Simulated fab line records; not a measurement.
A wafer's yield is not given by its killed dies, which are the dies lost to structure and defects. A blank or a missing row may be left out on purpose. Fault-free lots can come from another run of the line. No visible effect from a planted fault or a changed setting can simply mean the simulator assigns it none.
What tool caused it? / flow n5Finfet / 10 lots, 27 wafers sampled, at 6 steps of a route of 1938

## WHAT THE GAUGES READ, wafer by wafer
N5_BEOL_M2_OCD_MEAS_38.
lot=L651; measured=day 7 08:13; on=ocd-01; trenchDepthNm (nm)=56.6 56.9
lot=L655; measured=day 8 07:59; on=ocd-02; trenchDepthNm (nm)=54.2 54.2 56.7
lot=L656; measured=day 8 14:43; on=ocd-01; trenchDepthNm (nm)=56.0 55.8
lot=L660; measured=day 9 11:48; on=ocd-02; trenchDepthNm (nm)=56.6 55.4 56.4
lot=L661; measured=day 10 00:38; on=ocd-01; trenchDepthNm (nm)=55.8 56.9
lot=L664; measured=day 10 09:05; on=ocd-02; trenchDepthNm (nm)=53.5 52.5 52.9
lot=L666; measured=day 10 20:29; on=ocd-01; trenchDepthNm (nm)=50.3 53.3 51.8
lot=L667; measured=day 11 03:12; on=ocd-01; trenchDepthNm (nm)=56.7 53.4 56.0
lot=L668; measured=day 11 22:45; on=ocd-01; trenchDepthNm (nm)=54.4 55.8 55.5
lot=L670; measured=day 12 05:43; on=ocd-01; trenchDepthNm (nm)=56.7 56.0 56.6

N5_BEOL_M4_RC_MEAS_101.
lot=L651; measured=day 8 05:43; on=prober-01; DIBL_N (mV/V)=34.7 38.8; DIBL_P (mV/V)=34.3 37.2; IOFF_N (nA/um)=0.14 0.21; IOFF_P (nA/um)=0.18 0.21; ION_N (uA/um)=698 670; ION_P (uA/um)=476 459; SS_N (mV/dec)=71.2 73.5; SS_P (mV/dec)=72.8 73.6; VT_N (mV)=254 247; VT_P (mV)=-251 -253
lot=L655; measured=day 9 10:41; on=prober-02; DIBL_N (mV/V)=37.3 39.1 34.8; DIBL_P (mV/V)=36.9 38.0 35.0; IOFF_N (nA/um)=0.17 0.20 0.13; IOFF_P (nA/um)=0.24 0.26 0.23; ION_N (uA/um)=678 684 650; ION_P (uA/um)=469 472 454; SS_N (mV/dec)=71.4 72.7 71.0; SS_P (mV/dec)=74.0 74.2 74.0; VT_N (mV)=249 248 250; VT_P (mV)=-249 -247 -248
lot=L656; measured=day 9 12:52; on=prober-02; DIBL_N (mV/V)=36.8 38.7; DIBL_P (mV/V)=37.1 38.1; IOFF_N (nA/um)=0.14 0.19; IOFF_P (nA/um)=0.24 0.25; ION_N (uA/um)=645 679; ION_P (uA/um)=448 464; SS_N (mV/dec)=70.6 71.8; SS_P (mV/dec)=73.9 73.3; VT_N (mV)=254 247; VT_P (mV)=-251 -249
lot=L660; measured=day 10 12:13; on=prober-01; DIBL_N (mV/V)=37.1 37.0 36.0; DIBL_P (mV/V)=40.3 38.0 37.7; IOFF_N (nA/um)=0.19 0.19 0.15; IOFF_P (nA/um)=0.27 0.20 0.20; ION_N (uA/um)=658 665 654; ION_P (uA/um)=446 449 446; SS_N (mV/dec)=71.9 73.0 72.2; SS_P (mV/dec)=74.3 72.5 72.6; VT_N (mV)=250 248 254; VT_P (mV)=-252 -252 -255
lot=L661; measured=day 11 04:28; on=prober-01; DIBL_N (mV/V)=37.6 36.7; DIBL_P (mV/V)=36.7 34.8; IOFF_N (nA/um)=0.15 0.16; IOFF_P (nA/um)=0.21 0.19; ION_N (uA/um)=672 681; ION_P (uA/um)=463 464; SS_N (mV/dec)=70.9 71.4; SS_P (mV/dec)=73.2 73.0; VT_N (mV)=251 250; VT_P (mV)=-249 -248
lot=L664; measured=day 11 08:13; on=prober-01; DIBL_N (mV/V)=41.2 37.0 40.0; DIBL_P (mV/V)=41.2 36.4 39.8; IOFF_N (nA/um)=0.24 0.16 0.22; IOFF_P (nA/um)=0.31 0.24 0.28; ION_N (uA/um)=666 676 691; ION_P (uA/um)=450 465 476; SS_N (mV/dec)=72.3 71.5 72.2; SS_P (mV/dec)=74.2 73.9 73.6; VT_N (mV)=249 248 247; VT_P (mV)=-248 -248 -248
lot=L666; measured=day 12 02:47; on=prober-01; DIBL_N (mV/V)=37.0 34.2 37.5; DIBL_P (mV/V)=37.8 33.9 38.3; IOFF_N (nA/um)=0.19 0.13 0.19; IOFF_P (nA/um)=0.24 0.19 0.25; ION_N (uA/um)=702 650 671; ION_P (uA/um)=482 451 465; SS_N (mV/dec)=72.2 71.8 72.0; SS_P (mV/dec)=73.1 72.7 74.7; VT_N (mV)=250 252 248; VT_P (mV)=-248 -251 -247
lot=L667; measured=day 12 09:40; on=prober-01; DIBL_N (mV/V)=40.8 38.5 39.0; DIBL_P (mV/V)=40.6 36.9 38.1; IOFF_N (nA/um)=0.23 0.18 0.19; IOFF_P (nA/um)=0.29 0.24 0.25; ION_N (uA/um)=690 655 664; ION_P (uA/um)=470 457 460; SS_N (mV/dec)=72.2 71.7 71.6; SS_P (mV/dec)=74.2 73.8 73.0; VT_N (mV)=244 249 249; VT_P (mV)=-247 -247 -247
lot=L668; measured=day 13 03:25; on=prober-01; DIBL_N (mV/V)=36.3 35.6 40.4; DIBL_P (mV/V)=37.2 35.8 39.2; IOFF_N (nA/um)=0.17 0.15 0.25; IOFF_P (nA/um)=0.24 0.22 0.27; ION_N (uA/um)=693 665 676; ION_P (uA/um)=480 466 461; SS_N (mV/dec)=70.8 71.5 73.2; SS_P (mV/dec)=72.9 72.4 73.8; VT_N (mV)=248 248 248; VT_P (mV)=-247 -248 -244
lot=L670; measured=day 13 06:29; on=prober-02; DIBL_N (mV/V)=39.4 37.3 37.4; DIBL_P (mV/V)=38.3 34.9 36.5; IOFF_N (nA/um)=0.23 0.18 0.18; IOFF_P (nA/um)=0.24 0.19 0.20; ION_N (uA/um)=708 685 693; ION_P (uA/um)=470 465 467; SS_N (mV/dec)=72.3 71.6 72.1; SS_P (mV/dec)=74.6 72.8 73.8; VT_N (mV)=244 248 247; VT_P (mV)=-249 -250 -251

## WHAT TOOL EACH LOT RAN ON (gives the tool, then ch and the chambers of the sampled wafers, and finally the start)
lot=L651; N5_BEOL_M2_DESCUM_33=rieDiel-05 ch 1,3, day 7 04:02; N5_BEOL_M2_TRENCH_ETCH_37=rieDiel-04 ch 0, day 7 08:04; N5_BEOL_M2_STRIP_97=rieDiel-04 ch 0, day 7 08:13 or earlier; N5_BEOL_M2_ALD_84=aldMetal-02 ch 1,3, day 7 08:42
lot=L655; N5_BEOL_M2_DESCUM_33=rieDiel-06 ch 0,1,2, day 7 22:11; N5_BEOL_M2_TRENCH_ETCH_37=rieDiel-04 ch 0,1, day 8 07:50; N5_BEOL_M2_STRIP_97=rieDiel-04 ch 0,1, day 8 07:59 or earlier; N5_BEOL_M2_ALD_84=aldMetal-01 ch 0,2,3, day 8 09:10
lot=L656; N5_BEOL_M2_DESCUM_33=rieDiel-05 ch 0, day 8 09:58; N5_BEOL_M2_TRENCH_ETCH_37=rieDiel-05 ch 2,3, day 8 14:34; N5_BEOL_M2_STRIP_97=rieDiel-05 ch 2,3, day 8 14:43 or earlier; N5_BEOL_M2_ALD_84=aldMetal-02 ch 1,3, day 8 15:30
lot=L660; N5_BEOL_M2_DESCUM_33=rieDiel-06 ch 0,1,2, day 9 10:00; N5_BEOL_M2_TRENCH_ETCH_37=rieDiel-05 ch 0,1,2, day 9 11:39; N5_BEOL_M2_STRIP_97=rieDiel-05 ch 0,1,2, day 9 11:48 or earlier; N5_BEOL_M2_ALD_84=aldMetal-03 ch 0,2,3, day 9 12:14
lot=L661; N5_BEOL_M2_DESCUM_33=rieDiel-04 ch 0,2, day 9 20:02; N5_BEOL_M2_TRENCH_ETCH_37=rieDiel-05 ch 0,1, day 10 00:29; N5_BEOL_M2_STRIP_97=rieDiel-05 ch 0,1, day 10 00:38 or earlier; N5_BEOL_M2_ALD_84=aldMetal-01 ch 0,1, day 10 01:08
lot=L664; N5_BEOL_M2_DESCUM_33=rieDiel-04 ch 0,3, day 10 07:20; N5_BEOL_M2_TRENCH_ETCH_37=rieDiel-04 ch 0,3, day 10 08:56; N5_BEOL_M2_STRIP_97=rieDiel-04 ch 0,3, day 10 09:05 or earlier; N5_BEOL_M2_ALD_84=aldMetal-01 ch 2,3, day 10 09:40
lot=L666; N5_BEOL_M2_DESCUM_33=rieDiel-06 ch 0,2,3, day 10 18:31; N5_BEOL_M2_TRENCH_ETCH_37=rieDiel-04 ch 0,1,3, day 10 20:20; N5_BEOL_M2_STRIP_97=rieDiel-04 ch 0,1,3, day 10 20:29 or earlier; N5_BEOL_M2_ALD_84=aldMetal-02 ch 1,2, day 10 20:53
lot=L667; N5_BEOL_M2_DESCUM_33=rieDiel-04 ch 0,2,3, day 11 01:31; N5_BEOL_M2_TRENCH_ETCH_37=rieDiel-06 ch 0,2,3, day 11 03:03; N5_BEOL_M2_STRIP_97=rieDiel-06 ch 0,2,3, day 11 03:12 or earlier; N5_BEOL_M2_ALD_84=aldMetal-03 ch 0,1,3, day 11 03:52
lot=L668; N5_BEOL_M2_DESCUM_33=rieDiel-05 ch 0,1,3, day 11 13:33; N5_BEOL_M2_TRENCH_ETCH_37=rieDiel-05 ch 0,2,3, day 11 22:36; N5_BEOL_M2_STRIP_97=rieDiel-05 ch 0,2,3, day 11 22:45 or earlier; N5_BEOL_M2_ALD_84=aldMetal-02 ch 0,1,3, day 11 23:07
lot=L670; N5_BEOL_M2_DESCUM_33=rieDiel-05 ch 0,2, day 12 03:24; N5_BEOL_M2_TRENCH_ETCH_37=rieDiel-06 ch 2,3, day 12 05:34; N5_BEOL_M2_STRIP_97=rieDiel-06 ch 2,3, day 12 05:43 or earlier; N5_BEOL_M2_ALD_84=aldMetal-01 ch 0,2, day 12 06:23
- N5_BEOL_M2_DESCUM_33: chemistry O2, time 7 s.
- N5_BEOL_M2_TRENCH_ETCH_37: etches SiOC in C4F6/O2, target depth 55.555 nm, time 29.2 s.
- N5_BEOL_M2_STRIP_97: strips in N2/H2, time 10 s.
- N5_BEOL_M2_ALD_84: deposits TaN, pulse time 2 s, purge time 3 s, co reactant purge time 2 s.

## WHAT THE TOOLS THEMSELVES READ (means of the sampled wafers that have a number; where no wafer has one, the mark that the record gives instead)
N5_BEOL_M2_DESCUM_33.
lot=L651; tool=rieDiel-05; drypumpMotorCurrentA (A)=5.4; o2FlowSccm (sccm)=224.8; oesProductAu (a.u.)=0.84; rfVppV (V)=244.4; showerheadPlenumPTorr (Torr)=2.20; throttleValvePct (%)=20.49
lot=L655; tool=rieDiel-06; drypumpMotorCurrentA (A)=6.0; o2FlowSccm (sccm)=225.1; oesProductAu (a.u.)=0.74; rfVppV (V)=243.7; showerheadPlenumPTorr (Torr)=2.11; throttleValvePct (%)=20.13
lot=L656; tool=rieDiel-05; drypumpMotorCurrentA (A)=6.0; o2FlowSccm (sccm)=225.3; oesProductAu (a.u.)=0.74; rfVppV (V)=243.8; showerheadPlenumPTorr (Torr)=2.14; throttleValvePct (%)=20.05
lot=L660; tool=rieDiel-06; drypumpMotorCurrentA (A)=6.0; o2FlowSccm (sccm)=225.1; oesProductAu (a.u.)=0.73; rfVppV (V)=243.4; showerheadPlenumPTorr (Torr)=2.10; throttleValvePct (%)=20.14
lot=L661; tool=rieDiel-04; drypumpMotorCurrentA (A)=5.3; o2FlowSccm (sccm)=224.8; oesProductAu (a.u.)=0.80; rfVppV (V)=242.8; showerheadPlenumPTorr (Torr)=2.10; throttleValvePct (%)=20.54
lot=L664; tool=rieDiel-04; drypumpMotorCurrentA (A)=5.7; o2FlowSccm (sccm)=224.4; oesProductAu (a.u.)=0.90; rfVppV (V)=242.5; showerheadPlenumPTorr (Torr)=2.06; throttleValvePct (%)=20.24
lot=L666; tool=rieDiel-06; drypumpMotorCurrentA (A)=5.8; o2FlowSccm (sccm)=224.2; oesProductAu (a.u.)=0.73; rfVppV (V)=243.8; showerheadPlenumPTorr (Torr)=2.09; throttleValvePct (%)=20.13
lot=L667; tool=rieDiel-04; drypumpMotorCurrentA (A)=5.4; o2FlowSccm (sccm)=225.3; oesProductAu (a.u.)=0.93; rfVppV (V)=242.6; showerheadPlenumPTorr (Torr)=2.09; throttleValvePct (%)=20.35
lot=L668; tool=rieDiel-05; drypumpMotorCurrentA (A)=5.6; o2FlowSccm (sccm)=224.9; oesProductAu (a.u.)=0.84; rfVppV (V)=244.2; showerheadPlenumPTorr (Torr)=2.17; throttleValvePct (%)=20.21
lot=L670; tool=rieDiel-05; drypumpMotorCurrentA (A)=6.2; o2FlowSccm (sccm)=225.5; oesProductAu (a.u.)=0.75; rfVppV (V)=244.4; showerheadPlenumPTorr (Torr)=2.18; throttleValvePct (%)=20.40

N5_BEOL_M2_TRENCH_ETCH_37.
lot=L651; tool=rieDiel-04; drypumpMotorCurrentA (A)=5.9; oes_f_703_au (a.u.)=1.02; oes_o_777_au (a.u.)=1.02; oesProductAu (a.u.)=0.99; rfFwdPowerW (W)=349.8; rfVppV (V)=644; showerheadPlenumPTorr (Torr)=2.80; throttleValvePct (%)=20.55
lot=L655; tool=rieDiel-04; drypumpMotorCurrentA (A)=5.4; oes_f_703_au (a.u.)=0.82; oes_o_777_au (a.u.)=0.82; oesProductAu (a.u.)=0.77; rfFwdPowerW (W)=348.1; rfVppV (V)=646; showerheadPlenumPTorr (Torr)=2.88; throttleValvePct (%)=21.00
lot=L656; tool=rieDiel-05; drypumpMotorCurrentA (A)=5.9; oes_f_703_au (a.u.)=0.92; oes_o_777_au (a.u.)=0.93; oesProductAu (a.u.)=0.86; rfFwdPowerW (W)=349.4; rfVppV (V)=620; showerheadPlenumPTorr (Torr)=3.00; throttleValvePct (%)=20.71
lot=L660; tool=rieDiel-05; drypumpMotorCurrentA (A)=5.9; oes_f_703_au (a.u.)=0.87; oes_o_777_au (a.u.)=0.87; oesProductAu (a.u.)=0.86; rfFwdPowerW (W)=349.7; rfVppV (V)=660; showerheadPlenumPTorr (Torr)=2.95; throttleValvePct (%)=20.73
lot=L661; tool=rieDiel-05; drypumpMotorCurrentA (A)=5.7; oes_f_703_au (a.u.)=0.85; oes_o_777_au (a.u.)=0.85; oesProductAu (a.u.)=0.86; rfFwdPowerW (W)=351.3; rfVppV (V)=681; showerheadPlenumPTorr (Torr)=2.92; throttleValvePct (%)=20.65
lot=L664; tool=rieDiel-04; drypumpMotorCurrentA (A)=5.7; oes_f_703_au (a.u.)=0.72; oes_o_777_au (a.u.)=0.74; oesProductAu (a.u.)=0.87; rfFwdPowerW (W)=285.4; rfVppV (V)=719; showerheadPlenumPTorr (Torr)=2.80; throttleValvePct (%)=20.65
lot=L666; tool=rieDiel-04; drypumpMotorCurrentA (A)=5.5; oes_f_703_au (a.u.)=0.66; oes_o_777_au (a.u.)=0.68; oesProductAu (a.u.)=0.79; rfFwdPowerW (W)=284.1; rfVppV (V)=721; showerheadPlenumPTorr (Torr)=2.83; throttleValvePct (%)=20.87
lot=L667; tool=rieDiel-06; drypumpMotorCurrentA (A)=5.9; oes_f_703_au (a.u.)=0.73; oes_o_777_au (a.u.)=0.72; oesProductAu (a.u.)=0.73; rfFwdPowerW (W)=350.3; rfVppV (V)=692; showerheadPlenumPTorr (Torr)=2.88; throttleValvePct (%)=20.78
lot=L668; tool=rieDiel-05; drypumpMotorCurrentA (A)=6.0; oes_f_703_au (a.u.)=0.82; oes_o_777_au (a.u.)=0.83; oesProductAu (a.u.)=0.79; rfFwdPowerW (W)=349.1; rfVppV (V)=640; showerheadPlenumPTorr (Torr)=2.97; throttleValvePct (%)=20.71
lot=L670; tool=rieDiel-06; drypumpMotorCurrentA (A)=5.9; oes_f_703_au (a.u.)=0.72; oes_o_777_au (a.u.)=0.72; oesProductAu (a.u.)=0.72; rfFwdPowerW (W)=349.5; rfVppV (V)=686; showerheadPlenumPTorr (Torr)=2.87; throttleValvePct (%)=20.96

N5_BEOL_M2_STRIP_97.
lot=L651; tool=rieDiel-04; drypumpMotorCurrentA (A)=5.9; oesProductAu (a.u.)=0.99; rfVppV (V)=57.3; showerheadPlenumPTorr (Torr)=2.52; throttleValvePct (%)=23.59
lot=L655; tool=rieDiel-04; drypumpMotorCurrentA (A)=5.4; oesProductAu (a.u.)=0.76; rfVppV (V)=59.5; showerheadPlenumPTorr (Torr)=2.57; throttleValvePct (%)=23.78
lot=L656; tool=rieDiel-05; drypumpMotorCurrentA (A)=5.9; oesProductAu (a.u.)=0.86; rfVppV (V)=59.3; showerheadPlenumPTorr (Torr)=2.70; throttleValvePct (%)=23.76
lot=L660; tool=rieDiel-05; drypumpMotorCurrentA (A)=5.8; oesProductAu (a.u.)=0.85; rfVppV (V)=59.3; showerheadPlenumPTorr (Torr)=2.64; throttleValvePct (%)=23.47
lot=L661; tool=rieDiel-05; drypumpMotorCurrentA (A)=5.7; oesProductAu (a.u.)=0.86; rfVppV (V)=59.4; showerheadPlenumPTorr (Torr)=2.62; throttleValvePct (%)=23.39
lot=L664; tool=rieDiel-04; drypumpMotorCurrentA (A)=5.7; oesProductAu (a.u.)=0.91; rfVppV (V)=59.1; showerheadPlenumPTorr (Torr)=2.49; throttleValvePct (%)=23.45
lot=L666; tool=rieDiel-04; drypumpMotorCurrentA (A)=5.5; oesProductAu (a.u.)=0.83; rfVppV (V)=59.2; showerheadPlenumPTorr (Torr)=2.52; throttleValvePct (%)=23.55
lot=L667; tool=rieDiel-06; drypumpMotorCurrentA (A)=5.9; oesProductAu (a.u.)=0.74; rfVppV (V)=59.1; showerheadPlenumPTorr (Torr)=2.57; throttleValvePct (%)=23.65
lot=L668; tool=rieDiel-05; drypumpMotorCurrentA (A)=6.0; oesProductAu (a.u.)=0.79; rfVppV (V)=59.5; showerheadPlenumPTorr (Torr)=2.67; throttleValvePct (%)=23.63
lot=L670; tool=rieDiel-06; drypumpMotorCurrentA (A)=5.9; oesProductAu (a.u.)=0.72; rfVppV (V)=59.5; showerheadPlenumPTorr (Torr)=2.56; throttleValvePct (%)=23.80

N5_BEOL_M2_ALD_84.
lot=L651; tool=aldMetal-02; heaterPowerOuterW (W)=230; heaterPowerW (W)=428; precursorVesselCarrierSccm (sccm)=1001
lot=L655; tool=aldMetal-01; heaterPowerOuterW (W)=225; heaterPowerW (W)=401; precursorVesselCarrierSccm (sccm)=997
lot=L656; tool=aldMetal-02; heaterPowerOuterW (W)=226; heaterPowerW (W)=418; precursorVesselCarrierSccm (sccm)=1002
lot=L660; tool=aldMetal-03; heaterPowerOuterW (W)=239; heaterPowerW (W)=429; precursorVesselCarrierSccm (sccm)=999
lot=L661; tool=aldMetal-01; heaterPowerOuterW (W)=250; heaterPowerW (W)=446; precursorVesselCarrierSccm (sccm)=998
lot=L664; tool=aldMetal-01; heaterPowerOuterW (W)=216; heaterPowerW (W)=386; precursorVesselCarrierSccm (sccm)=998
lot=L666; tool=aldMetal-02; heaterPowerOuterW (W)=225; heaterPowerW (W)=406; precursorVesselCarrierSccm (sccm)=1005
lot=L667; tool=aldMetal-03; heaterPowerOuterW (W)=239; heaterPowerW (W)=434; precursorVesselCarrierSccm (sccm)=1001
lot=L668; tool=aldMetal-02; heaterPowerOuterW (W)=225; heaterPowerW (W)=413; precursorVesselCarrierSccm (sccm)=998
lot=L670; tool=aldMetal-01; heaterPowerOuterW (W)=238; heaterPowerW (W)=429; precursorVesselCarrierSccm (sccm)=1001

## THE ANSWER, worked out from the rows above alone
Rule: the lots themselves supply what counts as usual. The widest of any qualifying gaps counts: lots, ordered by their means at a reading, are off when they make up no more than a third of the lots, leave a main group of 4 or more, and stand apart from it by 3 or more times the standard deviation of that group's means. If all means in a main group match to the digits the tables above print for the reading, that group is not used. Also off: a lot with no number at a reading for which 4 or more lots have one. All remaining lots with rows at the step are treated as sound. The gauges are gone through in route order, then the tools' own readings, and for those a lot's mean is taken as printed above. The first step at which some lot is off is used, and at that step the reading that is off furthest; a lot without a number counts as furthest.
Off at N5_BEOL_M2_OCD_MEAS_38 (trenchDepthNm): L664, L666. The main group has a mean of 55.9 nm with a standard deviation of 0.59.
A tool fits if, at a process step before that reading, it ran every lot that is off, and no sound lot after the first of them. Not tried: the gauges at N5_BEOL_M2_OCD_MEAS_38; whatever is off there is also off at N5_BEOL_M2_TRENCH_ETCH_37, on other tools, and gauge error can't account for it. Because N5_BEOL_M2_STRIP_97 lacks a start for some lots, the hours and order of its lots are taken from N5_BEOL_M2_OCD_MEAS_38. One fits: rieDiel-04 at N5_BEOL_M2_TRENCH_ETCH_37 and N5_BEOL_M2_STRIP_97. At N5_BEOL_M2_TRENCH_ETCH_37 its last sound lot is L655 (day 8 07:50), its first lot that is off L664 (day 10 08:56): a fault that began between those two fits.
The tool's own readings at N5_BEOL_M2_TRENCH_ETCH_37 bear it out: on the lots that are off they differ by more than 5 times the standard deviation of the sound lots' means. rfFwdPowerW reads 284.8 W there against 349.6 W on the sound lots.

## WHAT THE SIMULATOR HAD PUT IN
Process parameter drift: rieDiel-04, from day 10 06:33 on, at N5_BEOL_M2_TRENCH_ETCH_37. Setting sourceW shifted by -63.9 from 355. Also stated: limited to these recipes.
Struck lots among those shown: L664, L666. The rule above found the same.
